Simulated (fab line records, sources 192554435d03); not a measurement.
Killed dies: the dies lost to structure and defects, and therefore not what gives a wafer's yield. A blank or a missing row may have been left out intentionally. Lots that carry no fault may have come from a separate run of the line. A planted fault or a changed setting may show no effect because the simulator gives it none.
fab line records | flow n5Finfet | part 2 of 2: steps 5 to 6 of 6
record lots=23 wafers=69 lastDay=17
route steps=1938 shown BEOL_M4@1088 BEOL_M5@1148
lots that met no fault: from a run of the same line without faults
startH: start of the lot's first displayed wafer, in hours after the record's first day | waitH: hours from the lot's prior step to this one | " same as the row above | L1.1+2: one row covering several wafers at once | - no value present, or no start provided | * or withheld: withheld | < > ~ a bound
route shown NAME@n: NAME is a module with steps in the file, n the number in the route of the first one | usual: mean/standard deviation of fault-free wafers | same: alike in all rows | chamber/n: place in a boat | sites: the reading at each site | _std_site: how widely they spread, as a standard deviation | _edge_site: the outer-site mean with the inner-site mean subtracted | radiusMm: how far each site lies from the wafer's centre | mask NAME#n: copy n | behind: the most recent tool/chamber to have shaped the wafer | hold: the reason the lot was held/the length of the hold in hours/how it ended | device: which transistor (n, p or np) failed to switch | end of line: tests of these same wafers at the route's end | a step without rows: its recipe alone | killed: the dies lost at the first sort to structure and to defects; this is not the yield of the wafer | map: shows each die of a wafer: x if killed, . if not, _ if none is there
set.NAME: the setting as run; set.NAME@STEP: as run at that earlier step | model.NAME: the simulator's own value behind a step, which no gauge read
a sample of lots followed through the steps of the route, with each step as a table and each wafer as a row
services: the hour from which a tool's chamber was out of use, counted from the record's first day as startH (under 0 if before that day), plus the number of hours and why
## steps
# step N5_BEOL_M5_ETCH_67
# recipe chemistry=CF4 target=SiARC targetDepthA=156 maskMaterial=CAR-EUV timeS=26 ionEnergyEv=80 pressureMtorr=40 sourceW=545 biasW=36 Ar_flow_sccm=100 cf4FlowSccm=100 ends=cleared
# usual chamberPressureMTorr=40.00/0.036 drypumpMotorCurrentA=5.9/0.48 etchRfOnTimeS=26.5/0.89 oesProductAu=0.69/0.082 rfVppV=184.1/1.1 showerheadPlenumPTorr=2.14/0.058 throttleValvePct=15.57/0.29
# columns lot.wafer tool chamber startH waitH chamberPressureMTorr drypumpMotorCurrentA etchRfOnTimeS oesProductAu rfHoursCounterH rfVppV showerheadPlenumPTorr throttleValvePct
L074.2 rieDiel-02 0 179.05 0.0 39.99 6.3 26.9 0.58 211 185.5 2.22 15.57
L074.4 " 3 " " 39.99 5.2 25.9 0.74 - 183.4 2.10 15.42
L074.5 " 0 " " 39.93 6.3 26.6 0.58 - 185.4 2.22 15.56
L075.1 rieDiel-03 0 179.24 0.0 39.96 6.2 25.8 0.85 2 183.6 2.08 14.95
L075.2 " 1 " " 39.98 5.7 25.2 0.65 175 184.0 2.06 16.00
L075.5 " 1 " " 40.01 5.7 25.3 0.65 - 182.5 2.06 16.00
L076.3 rieDiel-02 0 180.18 0.0 40.01 6.3 26.8 0.57 212 183.8 2.22 15.56
L076.5 " 1 " " 39.98 6.6 26.8 0.68 - 183.8 2.16 15.43
L076.6 " 0 " " 40.05 6.3 26.8 0.58 - 185.3 2.23 15.57
L077.2 rieDiel-06 0 195.79 0.0 40.05 6.1 25.0 0.71 84 185.9 2.17 15.79
L077.3 " 3 " " 40.02 5.4 26.6 0.74 40 186.3 2.26 15.30
L077.4 " 2 " " 40.02 5.3 28.4 0.62 167 183.5 2.15 15.99
L079.2 rieDiel-06 2 198.86 0.0 39.99 5.4 28.0 0.62 168 185.0 2.15 15.99
L079.3 " 3 " " 39.94 5.4 26.4 0.73 41 186.1 2.26 15.29
L079.6 " 1 " " 39.97 5.5 24.9 0.81 - 184.2 2.10 15.37
L078.2 rieDiel-03 0 202.27 0.0 39.97 6.2 26.2 0.82 9 184.2 2.08 14.96
L078.3 " 1 " " 40.05 5.7 25.7 0.64 182 183.7 2.06 16.00
L078.4 " 3 " " 40.06 5.7 27.8 0.56 224 186.1 2.21 15.88
L080.3 rieDiel-06 1 212.37 0.0 39.99 5.5 24.8 0.80 19 183.3 2.10 15.38
L080.4 " 3 " " 40.05 5.4 26.7 0.73 45 185.7 2.26 15.30
L080.6 " 3 " " 39.96 5.4 26.5 0.74 - 184.4 2.26 15.32
L082.1 rieDiel-02 2 220.68 0.0 39.99 6.1 26.1 0.81 7 183.5 2.11 15.50
L082.2 " 1 " " 39.99 6.6 27.2 0.67 104 183.6 2.16 15.43
L082.3 " 0 " " 40.02 6.3 26.9 0.57 224 185.4 2.22 15.58
L081.3 rieDiel-03 0 221.07 0.0 39.98 6.2 26.3 0.80 15 183.5 2.08 14.96
L081.4 " 2 " " 40.03 6.6 26.6 0.76 24 184.5 2.18 15.38
L081.6 " 0 " " 39.99 6.2 26.0 0.80 - 183.3 2.08 14.98
L084.2 rieDiel-02 0 225.22 0.0 40.06 6.3 26.8 0.57 226 183.6 2.22 15.60
L084.3 " 3 " " 40.00 5.3 25.9 0.71 66 183.8 2.09 15.45
L084.4 " 2 " " 39.96 6.1 26.2 0.81 9 184.1 2.11 15.52
L083.2 rieDiel-03 0 226.71 0.0 40.03 6.2 26.7 0.78 17 185.8 2.08 14.98
L083.5 " 2 " " 40.05 6.6 27.4 0.76 - 184.4 2.18 15.38
L083.6 " 1 " " 39.98 5.7 26.0 0.62 - 182.0 2.06 16.01
L085.1 rieDiel-03 2 243.07 0.0 40.08 6.6 27.1 0.75 30 185.8 2.18 15.40
L085.4 " 0 " " 39.99 6.2 26.3 0.78 21 183.7 2.07 15.00
L085.5 " 3 " " 39.98 5.7 27.5 0.56 - 185.8 2.20 15.91
L086.1 rieDiel-02 0 251.17 0.0 39.94 6.3 26.9 0.57 233 185.7 2.22 15.62
L086.2 " 3 " " 40.00 5.3 25.9 0.69 74 183.8 2.09 15.47
L086.6 " 1 " " 40.00 6.7 27.1 0.66 - 182.9 2.16 15.44
L087.1 rieDiel-06 1 258.35 0.0 39.97 5.5 24.7 0.78 32 184.5 2.10 15.40
L087.2 " 3 " " 40.04 5.4 26.7 0.72 58 184.0 2.25 15.34
L087.4 " 2 " " 40.01 5.3 28.2 0.61 185 182.9 2.14 16.04
L088.2 rieDiel-03 3 259.26 0.0 39.99 5.7 27.2 0.57 240 184.0 2.20 15.92
L088.5 " 2 " " 39.98 6.6 26.6 0.75 - 185.2 2.18 15.38
L088.6 " 1 " " 39.97 5.7 25.5 0.63 - 182.2 2.06 16.06
L089.1 rieDiel-02 0 267.48 0.0 40.00 6.3 26.8 0.58 238 183.4 2.22 15.63
L089.4 " 1 " " 40.02 6.6 27.1 0.66 117 184.4 2.15 15.48
L089.6 " 0 " " 39.96 6.3 26.6 0.57 - 183.5 2.22 15.64
L090.1 rieDiel-02 2 281.06 0.0 40.04 6.1 26.8 0.76 25 183.9 2.10 15.55
L090.3 " 3 " " 39.97 5.2 26.4 0.69 83 182.7 2.08 15.49
L090.5 " 2 " " 40.04 6.1 26.5 0.77 - 183.3 2.10 15.53
L091.2 rieDiel-02 0 283.71 0.0 40.00 6.3 27.3 0.56 242 185.3 2.21 15.64
L091.4 " 3 " " 40.04 5.2 26.3 0.69 84 183.7 2.08 15.48
L091.6 " 1 " " 40.03 6.6 27.9 0.64 - 183.1 2.15 15.47
L093.2 rieDiel-02 3 290.89 0.0 39.97 5.3 25.9 0.68 86 181.7 2.08 15.50
L093.3 " 2 " " 40.00 6.1 26.4 0.77 30 183.4 2.10 15.56
L093.5 " 3 " " 39.99 5.3 26.0 0.69 - 183.9 2.08 15.48
L092.2 rieDiel-03 2 290.98 0.0 39.93 6.6 26.8 0.73 46 184.1 2.17 15.41
L092.4 " 3 " " 39.97 5.7 27.6 0.55 - 184.9 2.20 15.91
L092.6 " 2 " " 40.00 6.6 27.0 0.73 - 186.2 2.17 15.42
L097.3 rieDiel-06 2 311.89 0.0 39.97 5.3 28.0 0.60 202 184.5 2.14 16.08
L097.5 " 2 " " 39.99 5.4 28.1 0.60 - 183.6 2.14 16.08
L097.6 " 3 " " 40.02 5.4 26.3 0.70 - 185.9 2.25 15.37
L095.1 rieDiel-03 2 311.94 0.0 40.00 6.6 27.2 0.72 53 183.2 2.17 15.42
L095.2 " 3 " " 39.97 5.7 26.8 0.81 0 185.2 2.20 15.44
L095.5 " 3 " " 40.08 5.7 26.9 0.81 - 184.4 2.20 15.43
L096.2 rieDiel-02 2 314.68 0.0 40.00 6.1 26.3 0.74 37 183.8 2.10 15.57
L096.4 " 2 " " 39.99 6.1 26.5 0.75 - 184.2 2.10 15.55
L096.6 " 3 " " 40.00 5.2 26.2 0.68 - 183.7 2.08 15.50
# step N5_BEOL_M5_VIA_ETCH_34
# recipe chemistry=C4F6/O2 target=SiCOH_lowk targetDepthA=883 maskMaterial=SOC taperDeg=4 timeS=39.2 ionEnergyEv=250 pressureMtorr=30 sourceW=345 biasW=185 Ar_flow_sccm=300 C4F6_flow_sccm=10 O2_flow_sccm=10
# usual chamberPressureMTorr=29.995/0.028 drypumpMotorCurrentA=5.9/0.48 oesProductAu=0.81/0.097 rfVppV=674/22 showerheadPlenumPTorr=2.84/0.081 throttleValvePct=20.79/0.25
# columns lot.wafer tool chamber startH waitH chamberPressureMTorr drypumpMotorCurrentA oesProductAu rfHoursCounterH rfVppV showerheadPlenumPTorr throttleValvePct
L074.2 rieDiel-02 0 179.18 0.0 30.004 6.3 0.68 211 661 2.95 20.75
L074.4 " 3 " " 29.996 5.2 0.85 - 643 2.78 20.68
L074.5 " 0 " " 29.985 6.3 0.68 - 659 2.95 20.73
L075.1 rieDiel-03 0 179.37 0.0 30.021 6.2 0.99 2 685 2.78 20.24
L075.2 " 1 " " 30.050 5.7 0.76 175 650 2.72 21.13
L075.5 " 1 " " 29.980 5.7 0.76 - 649 2.72 21.13
L076.3 rieDiel-02 0 180.31 0.0 30.027 6.3 0.68 212 659 2.95 20.72
L076.5 " 1 " " 30.017 6.6 0.80 - 717 2.86 20.57
L076.6 " 0 " " 30.010 6.3 0.67 - 659 2.95 20.72
L077.2 rieDiel-06 0 195.92 0.0 29.966 6.0 0.83 84 654 2.89 21.14
L077.3 " 3 " " 29.986 5.4 0.89 40 683 3.02 20.66
L077.4 " 2 " " 29.990 5.4 0.74 167 695 2.82 21.10
L079.2 rieDiel-06 2 198.99 0.0 29.984 5.3 0.75 168 696 2.82 21.09
L079.3 " 3 " " 30.006 5.4 0.88 41 683 3.02 20.67
L079.6 " 1 " " 30.014 5.5 0.95 - 674 2.79 20.67
L078.2 rieDiel-03 0 202.40 0.0 29.982 6.2 0.95 9 688 2.77 20.25
L078.3 " 1 " " 30.001 5.7 0.75 182 648 2.72 21.14
L078.4 " 3 " " 30.010 5.7 0.67 224 674 2.92 21.05
L080.3 rieDiel-06 1 212.50 0.0 29.989 5.5 0.93 19 672 2.79 20.67
L080.4 " 3 " " 29.925 5.4 0.86 45 684 3.02 20.67
L080.6 " 3 " " 29.992 5.4 0.86 - 683 3.02 20.68
L082.1 rieDiel-02 2 220.81 0.0 30.020 6.1 0.95 7 679 2.81 20.86
L082.2 " 1 " " 29.953 6.7 0.79 104 716 2.86 20.61
L082.3 " 0 " " 30.006 6.3 0.67 224 659 2.94 20.75
L081.3 rieDiel-03 0 221.19 0.0 30.001 6.2 0.92 15 688 2.77 20.26
L081.4 " 2 " " 29.985 6.6 0.91 24 691 2.90 20.64
L081.6 " 0 " " 30.033 6.2 0.93 - 687 2.77 20.25
L084.2 rieDiel-02 0 225.35 0.0 30.002 6.2 0.68 226 658 2.94 20.74
L084.3 " 3 " " 30.017 5.3 0.83 66 642 2.77 20.71
L084.4 " 2 " " 29.965 6.1 0.96 9 680 2.80 20.88
L083.2 rieDiel-03 0 226.84 0.0 30.029 6.2 0.93 17 687 2.77 20.25
L083.5 " 2 " " 29.991 6.6 0.91 - 690 2.90 20.64
L083.6 " 1 " " 29.999 5.7 0.74 - 649 2.71 21.18
L085.1 rieDiel-03 2 243.20 0.0 30.063 6.6 0.90 30 689 2.90 20.66
L085.4 " 0 " " 30.005 6.2 0.92 21 687 2.77 20.26
L085.5 " 3 " " 30.024 5.7 0.66 - 674 2.92 21.06
L086.1 rieDiel-02 0 251.30 0.0 29.983 6.2 0.67 233 660 2.94 20.78
L086.2 " 3 " " 29.974 5.3 0.82 74 645 2.77 20.71
L086.6 " 1 " " 30.035 6.6 0.78 - 717 2.85 20.61
L087.1 rieDiel-06 1 258.48 0.0 30.024 5.5 0.92 32 674 2.78 20.71
L087.2 " 3 " " 29.963 5.4 0.85 58 683 3.01 20.70
L087.4 " 2 " " 30.035 5.4 0.72 185 696 2.81 21.11
L088.2 rieDiel-03 3 259.39 0.0 29.975 5.7 0.66 240 674 2.91 21.06
L088.5 " 2 " " 29.963 6.6 0.89 - 689 2.90 20.65
L088.6 " 1 " " 30.018 5.7 0.72 - 649 2.71 21.16
L089.1 rieDiel-02 0 267.61 0.0 30.042 6.3 0.66 238 658 2.94 20.78
L089.4 " 1 " " 30.040 6.7 0.77 118 717 2.85 20.60
L089.6 " 0 " " 29.978 6.3 0.67 - 659 2.94 20.78
L090.1 rieDiel-02 2 281.19 0.0 29.951 6.1 0.90 25 680 2.80 20.89
L090.3 " 3 " " 29.979 5.2 0.80 83 643 2.76 20.73
L090.5 " 2 " " 29.971 6.1 0.91 - 680 2.80 20.91
L091.2 rieDiel-02 0 283.84 0.0 29.931 6.3 0.66 242 657 2.93 20.76
L091.4 " 3 " " 30.031 5.3 0.81 84 644 2.76 20.73
L091.6 " 1 " " 29.976 6.7 0.78 - 717 2.85 20.60
L093.2 rieDiel-02 3 291.02 0.0 30.002 5.3 0.80 87 643 2.76 20.71
L093.3 " 2 " " 29.967 6.2 0.89 30 682 2.80 20.89
L093.5 " 3 " " 29.973 5.3 0.79 - 643 2.76 20.73
L092.2 rieDiel-03 2 291.11 0.0 30.016 6.6 0.87 46 688 2.89 20.67
L092.4 " 3 " " 29.990 5.7 0.66 - 675 2.91 21.07
L092.6 " 2 " " 29.987 6.6 0.87 - 690 2.89 20.68
L097.3 rieDiel-06 2 312.02 0.0 29.920 5.4 0.70 202 694 2.81 21.13
L097.5 " 2 " " 29.958 5.4 0.70 - 695 2.81 21.15
L097.6 " 3 " " 29.969 5.4 0.83 - 683 3.00 20.72
L095.1 rieDiel-03 2 312.07 0.0 30.054 6.6 0.87 53 690 2.89 20.70
L095.2 " 3 " " 30.056 5.7 0.96 0 674 2.91 20.72
L095.5 " 3 " " 29.973 5.7 0.97 - 674 2.91 20.71
L096.2 rieDiel-02 2 314.81 0.0 30.004 6.1 0.88 37 680 2.79 20.93
L096.4 " 2 " " 30.048 6.1 0.87 - 680 2.79 20.93
L096.6 " 3 " " 29.997 5.3 0.78 - 643 2.76 20.73
## services
# columns tool chamber startH hours kind
rieDiel-03 0 154.19 - clean
rieDiel-03 0 154.19 - consumableReplace:focusRing
rieDiel-03 0 154.19 17.6 scheduledDown
rieDiel-03 0 154.19 17.6 ventCycle
rieDiel-02 2 172.46 - clean
rieDiel-02 2 172.46 - consumableReplace:focusRing
rieDiel-02 2 172.46 20.7 scheduledDown
rieDiel-02 2 172.46 20.7 ventCycle
rieDiel-06 1 268.83 5.7 repair
rieDiel-03 0 288.35 3.7 repair
rieDiel-03 3 298.09 - clean
rieDiel-03 3 298.09 - consumableReplace:focusRing
rieDiel-03 3 298.09 12.6 scheduledDown
rieDiel-03 3 298.09 12.6 ventCycle
rieDiel-02 0 307.50 - clean
rieDiel-02 0 307.50 - consumableReplace:focusRing
